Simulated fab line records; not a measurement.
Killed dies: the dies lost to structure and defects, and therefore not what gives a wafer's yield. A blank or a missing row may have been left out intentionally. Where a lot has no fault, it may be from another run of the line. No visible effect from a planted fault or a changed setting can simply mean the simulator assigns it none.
A lot that was struck, set against a sound lot    flow n5-finfet    15 steps out of a route of 1938
Sound: the wafers L589.2, L589.4, L589.6. Wafers struck: L600.2, L600.5, L600.6. At the end, the cause is stated.
At each step with rows: each side's tool, then ch and its chambers, then its first start. Under that, the readings that differ: sound wafers    struck wafers    difference of the means    sigmas: that difference in standard deviations of wafers without a fault.
alike: readings whose means differ by less than 2 such deviations, and words and numbers that are the same on both sides. not compared: withheld readings, readings that some wafer has no value for, bounds like >300 that may hide the same value, and numbers for which the record gives no deviation and whose values overlap.
Wherever a step has rows on one side only, a row that says differs or no value, or a row with sigmas, the two part there. When numbers do not overlap yet have no deviation, they are printed without sigmas and do not part them. A reading that every wafer of one side lacks parts them only if that side has two wafers or more.

first, 5 steps without rows for these wafers: N5_PASSIVATION_SOFTBAKE_39 (time 120 s); N5_PASSIVATION_EXPOSE_41 (exposes mask PASS OPEN, defocus 0 nm, target cd 40000 nm); N5_PASSIVATION_PEB_42; N5_PASSIVATION_DEVELOP_43 (develop time 60 s); N5_PASSIVATION_HARDBAKE_45 (time 120 s).
N5_PASSIVATION_CD_MEAS_44: target cd 40000 nm.
  sound on cd-sem-03 ch 0, day 12 19:40; struck on cd-sem-02 ch 0, day 15 04:20
  alike: cd-nm
N5_PASSIVATION_OVL_MEAS_66:
  sound on overlay-01 ch 0, day 12 19:42; struck on overlay-01 ch 0, day 15 04:22
  alike: PASS_OPEN_OVL
N5_PASSIVATION_INSPECT_67: inspects for defects (macro).
  struck on defect-inspect-02, day 15 04:23; sound on defect-inspect-02, day 12 19:44
  alike: raw-defect-count
N5_PASSIVATION_DESCUM_46: chemistry O2, time 7.9 s.
  sound on rie-diel-04 ch 0,2,3, day 12 19:53; struck on rie-diel-04 ch 1,2,3, day 15 04:50
  alike: drypump-motor-current-A, oes-product-au, rf-vpp-V, showerhead-plenum-p-Torr, throttle-valve-pct
  not compared: rf-hours-counter-h
N5_PASSIVATION_PASS_ETCH_47: etches SiNx in CF4/O2, target depth 770 nm, time 385 s.
  sound on rie-diel-04 ch 0,2,3, day 12 19:55; struck on rie-diel-04 ch 1,2,3, day 15 04:53
  alike: drypump-motor-current-A, oes-product-au, rf-vpp-V, showerhead-plenum-p-Torr, throttle-valve-pct
  not compared: rf-hours-counter-h
N5_PASSIVATION_ETCH_54: etches SiO2 in CHF3/O2, target depth 880 nm, time 440 s.
  sound on rie-diel-04 ch 0,2,3, day 12 20:08; struck on rie-diel-04 ch 1,2,3, day 15 05:06
  alike: drypump-motor-current-A, oes-product-au, rf-vpp-V, showerhead-plenum-p-Torr, throttle-valve-pct
  not compared: rf-hours-counter-h
N5_PASSIVATION_STRIP_48: strips in O2.
  sound on rie-diel-04 ch 0,2,3, day 12 20:26; struck on rie-diel-04 ch 1,2,3, day 15 05:23
  alike: chamber-pressure-mTorr, drypump-motor-current-A, oes-product-au, rf-vpp-V, showerhead-plenum-p-Torr, throttle-valve-pct
  not compared: rf-hours-counter-h
N5_PASSIVATION_STRIP_52: strips in post etch residue remover, time 1200 s.
  sound on wet-bench-03 ch 0,1,7, day 12 20:29; struck on wet-bench-06 ch 1,6,7, day 15 05:28
  no value came back on the struck wafers for bath-guard-temp-C (C), bath-heat-duty-pct (%); on the sound wafers bath-guard-temp-C (C) reads 72.8 72.5 72.0
then, 2 steps without rows for these wafers: N5_PASSIVATION_CLEAN_71 (cleans in IPA, time 180 s); N5_PASSIVATION_PROBE_49.

== WHERE THEY PART ==
Only at N5_PASSIVATION_STRIP_52, within this record.

WHY: whatever the simulator had introduced
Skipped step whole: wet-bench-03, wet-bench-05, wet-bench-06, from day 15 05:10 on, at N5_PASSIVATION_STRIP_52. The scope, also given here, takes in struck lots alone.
